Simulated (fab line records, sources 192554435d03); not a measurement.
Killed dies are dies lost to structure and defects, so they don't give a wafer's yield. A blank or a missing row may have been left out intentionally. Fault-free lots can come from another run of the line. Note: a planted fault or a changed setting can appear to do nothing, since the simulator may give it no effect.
Split-lot study / flow n5-finfet / 39 wafers read from 7 lots, route of 1938 steps

== THE SPLIT ==
At N5_BEOL_M9_CVD_78 (deposits Co from CCTBA/H2, target thk 2 nm, time 138.9 s), the setting target-thk-a was moved away from the recipe's 20 angstrom on 9 of the 39 wafers read, by -50.8% to -20.6%. This setting was run at the recipe's value on the other wafers.

The reading is taken at the split's own step.

== THE READING ==
Co_of_BEOL_M9_CVD_78.thk-nm (the simulator's own value, which no gauge read), in nm, at N5_BEOL_M9_CVD_78 (deposits Co from CCTBA/H2, target thk 2 nm, time 138.9 s). There is no usual value for it anywhere in the file. Average 2.1 nm, standard deviation 0.12 nm, over the 30 wafers here run with the recipe.

wafer=L081.1; tool, chamber at the split=cvd-co-01, 0,1; target-thk-a as run, angstrom=9.832; against the recipe=-50.8%; Co_of_BEOL_M9_CVD_78.thk-nm, nm=1; against lot-mates on the recipe=-1.1
wafer=L081.2; tool, chamber at the split=cvd-co-01, 0,1; target-thk-a as run, angstrom=9.832; against the recipe=-50.8%; Co_of_BEOL_M9_CVD_78.thk-nm, nm=1; against lot-mates on the recipe=-1.1
wafer=L081.3; tool, chamber at the split=cvd-co-01, 2; target-thk-a as run, angstrom=9.832; against the recipe=-50.8%; Co_of_BEOL_M9_CVD_78.thk-nm, nm=1.2; against lot-mates on the recipe=-0.9
wafer=L081.4; tool, chamber at the split=cvd-co-01, 1; target-thk-a as run, angstrom=20; against the recipe=recipe; Co_of_BEOL_M9_CVD_78.thk-nm, nm=2; against lot-mates on the recipe=-
wafer=L081.5; tool, chamber at the split=cvd-co-01, 2,0; target-thk-a as run, angstrom=20; against the recipe=recipe; Co_of_BEOL_M9_CVD_78.thk-nm, nm=2.2; against lot-mates on the recipe=-
wafer=L081.6; tool, chamber at the split=cvd-co-01, 2,0; target-thk-a as run, angstrom=20; against the recipe=recipe; Co_of_BEOL_M9_CVD_78.thk-nm, nm=2.2; against lot-mates on the recipe=-
wafer=L082.1; tool, chamber at the split=cvd-co-02, 0,1; target-thk-a as run, angstrom=20; against the recipe=recipe; Co_of_BEOL_M9_CVD_78.thk-nm, nm=2.2; against lot-mates on the recipe=-
wafer=L082.4; tool, chamber at the split=cvd-co-02, 0,1; target-thk-a as run, angstrom=20; against the recipe=recipe; Co_of_BEOL_M9_CVD_78.thk-nm, nm=2.2; against lot-mates on the recipe=-
wafer=L082.2; tool, chamber at the split=cvd-co-02, 1,2,2,0; target-thk-a as run, angstrom=20; against the recipe=recipe; Co_of_BEOL_M9_CVD_78.thk-nm, nm=2; against lot-mates on the recipe=-
wafer=L082.3; tool, chamber at the split=cvd-co-02, 1,2,2,0; target-thk-a as run, angstrom=20; against the recipe=recipe; Co_of_BEOL_M9_CVD_78.thk-nm, nm=2; against lot-mates on the recipe=-
wafer=L082.5; tool, chamber at the split=cvd-co-02, 1,2,2,0; target-thk-a as run, angstrom=20; against the recipe=recipe; Co_of_BEOL_M9_CVD_78.thk-nm, nm=2; against lot-mates on the recipe=-
wafer=L082.6; tool, chamber at the split=cvd-co-02, 1,2,2,0; target-thk-a as run, angstrom=20; against the recipe=recipe; Co_of_BEOL_M9_CVD_78.thk-nm, nm=2; against lot-mates on the recipe=-
wafer=L090.1; tool, chamber at the split=cvd-co-01, 0,2; target-thk-a as run, angstrom=20; against the recipe=recipe; Co_of_BEOL_M9_CVD_78.thk-nm, nm=2.2; against lot-mates on the recipe=-
wafer=L090.4; tool, chamber at the split=cvd-co-01, 0,2; target-thk-a as run, angstrom=20; against the recipe=recipe; Co_of_BEOL_M9_CVD_78.thk-nm, nm=2.2; against lot-mates on the recipe=-
wafer=L090.2; tool, chamber at the split=cvd-co-01, 1; target-thk-a as run, angstrom=20; against the recipe=recipe; Co_of_BEOL_M9_CVD_78.thk-nm, nm=2; against lot-mates on the recipe=-
wafer=L090.3; tool, chamber at the split=cvd-co-01, 2,1,0; target-thk-a as run, angstrom=12.79; against the recipe=-36.1%; Co_of_BEOL_M9_CVD_78.thk-nm, nm=1.4; against lot-mates on the recipe=-0.7
wafer=L090.5; tool, chamber at the split=cvd-co-01, 2,1,0; target-thk-a as run, angstrom=12.79; against the recipe=-36.1%; Co_of_BEOL_M9_CVD_78.thk-nm, nm=1.4; against lot-mates on the recipe=-0.7
wafer=L090.6; tool, chamber at the split=cvd-co-01, 2,1,0; target-thk-a as run, angstrom=12.79; against the recipe=-36.1%; Co_of_BEOL_M9_CVD_78.thk-nm, nm=1.4; against lot-mates on the recipe=-0.7
wafer=L091.1; tool, chamber at the split=cvd-co-01, 0,0,2,2; target-thk-a as run, angstrom=20; against the recipe=recipe; Co_of_BEOL_M9_CVD_78.thk-nm, nm=2.2; against lot-mates on the recipe=-
wafer=L091.3; tool, chamber at the split=cvd-co-01, 0,0,2,2; target-thk-a as run, angstrom=20; against the recipe=recipe; Co_of_BEOL_M9_CVD_78.thk-nm, nm=2.2; against lot-mates on the recipe=-
wafer=L091.4; tool, chamber at the split=cvd-co-01, 0,0,2,2; target-thk-a as run, angstrom=20; against the recipe=recipe; Co_of_BEOL_M9_CVD_78.thk-nm, nm=2.2; against lot-mates on the recipe=-
wafer=L091.6; tool, chamber at the split=cvd-co-01, 0,0,2,2; target-thk-a as run, angstrom=20; against the recipe=recipe; Co_of_BEOL_M9_CVD_78.thk-nm, nm=2.2; against lot-mates on the recipe=-
wafer=L091.2; tool, chamber at the split=cvd-co-01, 2,0; target-thk-a as run, angstrom=20; against the recipe=recipe; Co_of_BEOL_M9_CVD_78.thk-nm, nm=2; against lot-mates on the recipe=-
wafer=L091.5; tool, chamber at the split=cvd-co-01, 2,0; target-thk-a as run, angstrom=20; against the recipe=recipe; Co_of_BEOL_M9_CVD_78.thk-nm, nm=2; against lot-mates on the recipe=-
wafer=L095.1; tool, chamber at the split=cvd-co-02, 0; target-thk-a as run, angstrom=20; against the recipe=recipe; Co_of_BEOL_M9_CVD_78.thk-nm, nm=2.2; against lot-mates on the recipe=-
wafer=L095.2; tool, chamber at the split=cvd-co-02, 2,1; target-thk-a as run, angstrom=15.89; against the recipe=-20.6%; Co_of_BEOL_M9_CVD_78.thk-nm, nm=1.6; against lot-mates on the recipe=-0.5
wafer=L095.3; tool, chamber at the split=cvd-co-02, 2,1; target-thk-a as run, angstrom=15.89; against the recipe=-20.6%; Co_of_BEOL_M9_CVD_78.thk-nm, nm=1.6; against lot-mates on the recipe=-0.5
wafer=L095.4; tool, chamber at the split=cvd-co-02, 1,2; target-thk-a as run, angstrom=20; against the recipe=recipe; Co_of_BEOL_M9_CVD_78.thk-nm, nm=2; against lot-mates on the recipe=-
wafer=L095.6; tool, chamber at the split=cvd-co-02, 1,2; target-thk-a as run, angstrom=20; against the recipe=recipe; Co_of_BEOL_M9_CVD_78.thk-nm, nm=2; against lot-mates on the recipe=-
wafer=L095.5; tool, chamber at the split=cvd-co-02, 0; target-thk-a as run, angstrom=15.89; against the recipe=-20.6%; Co_of_BEOL_M9_CVD_78.thk-nm, nm=1.8; against lot-mates on the recipe=-0.3
wafer=L096.1; tool, chamber at the split=cvd-co-02, 2; target-thk-a as run, angstrom=20; against the recipe=recipe; Co_of_BEOL_M9_CVD_78.thk-nm, nm=2; against lot-mates on the recipe=-
wafer=L096.5; tool, chamber at the split=cvd-co-02, 2; target-thk-a as run, angstrom=20; against the recipe=recipe; Co_of_BEOL_M9_CVD_78.thk-nm, nm=2; against lot-mates on the recipe=-
wafer=L096.2; tool, chamber at the split=cvd-co-02, 1,0,1; target-thk-a as run, angstrom=20; against the recipe=recipe; Co_of_BEOL_M9_CVD_78.thk-nm, nm=2.2; against lot-mates on the recipe=-
wafer=L096.3; tool, chamber at the split=cvd-co-02, 1,0,1; target-thk-a as run, angstrom=20; against the recipe=recipe; Co_of_BEOL_M9_CVD_78.thk-nm, nm=2.2; against lot-mates on the recipe=-
wafer=L096.4; tool, chamber at the split=cvd-co-02, 1,0,1; target-thk-a as run, angstrom=20; against the recipe=recipe; Co_of_BEOL_M9_CVD_78.thk-nm, nm=2.2; against lot-mates on the recipe=-
wafer=L096.6; tool, chamber at the split=cvd-co-02, 0; target-thk-a as run, angstrom=20; against the recipe=recipe; Co_of_BEOL_M9_CVD_78.thk-nm, nm=2.4; against lot-mates on the recipe=-
wafer=L097.3; tool, chamber at the split=cvd-co-02, 0; target-thk-a as run, angstrom=20; against the recipe=recipe; Co_of_BEOL_M9_CVD_78.thk-nm, nm=2.4; against lot-mates on the recipe=-
wafer=L097.4; tool, chamber at the split=cvd-co-02, 2,1; target-thk-a as run, angstrom=20; against the recipe=recipe; Co_of_BEOL_M9_CVD_78.thk-nm, nm=2.2; against lot-mates on the recipe=-
wafer=L097.6; tool, chamber at the split=cvd-co-02, 2,1; target-thk-a as run, angstrom=20; against the recipe=recipe; Co_of_BEOL_M9_CVD_78.thk-nm, nm=2.2; against lot-mates on the recipe=-
If several chambers appear in one row, that row covers several wafers at once and the file leaves open which wafer was in which chamber.

THE FIT
A straight line over all 39 wafers: Co_of_BEOL_M9_CVD_78.thk-nm changes by +0.0209 nm for each +1% of target-thk-a; r = +0.95; the points scatter about the line by 0.11 nm.
The same after taking each lot's own level away (the mean of its wafers on the recipe; 39 wafers): +0.0207 nm for each +1%; r = +0.96; scatter 0.1 nm.
According to that fit, moving target-thk-a by its largest amount changes the reading by 1.1 nm.
Across the lots, their own levels run from 2.07 to 2.27 nm, a range of 1.7 times the standard deviation given above.
Hence the lot-to-lot level has little effect on the slope; both slopes agree.
Check: -1.03 nm against its lot-mates is what the line predicts for one of the wafers moved furthest among these (-50.8%) when that wafer is left out of the fit. It came out at -1.13 nm against them.

== THE OTHER SPLITS THESE WAFERS WENT THROUGH ==
Other splits were also applied to these wafers ahead of the reading. Each is held against what the fit with the lots' levels taken away leaves over:
other split on the same wafers=N5_BEOL_M8_ILD_DEP_00 target-thk-a; wafers away from the commonest value=15; r with Co_of_BEOL_M9_CVD_78.thk-nm (lot level and that fit taken away)=+0.11

== FILE'S OWN FIT ==
Co_of_BEOL_M9_CVD_78.thk-nm changes by +0.0206 nm for each +1% of target-thk-a, r = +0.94.
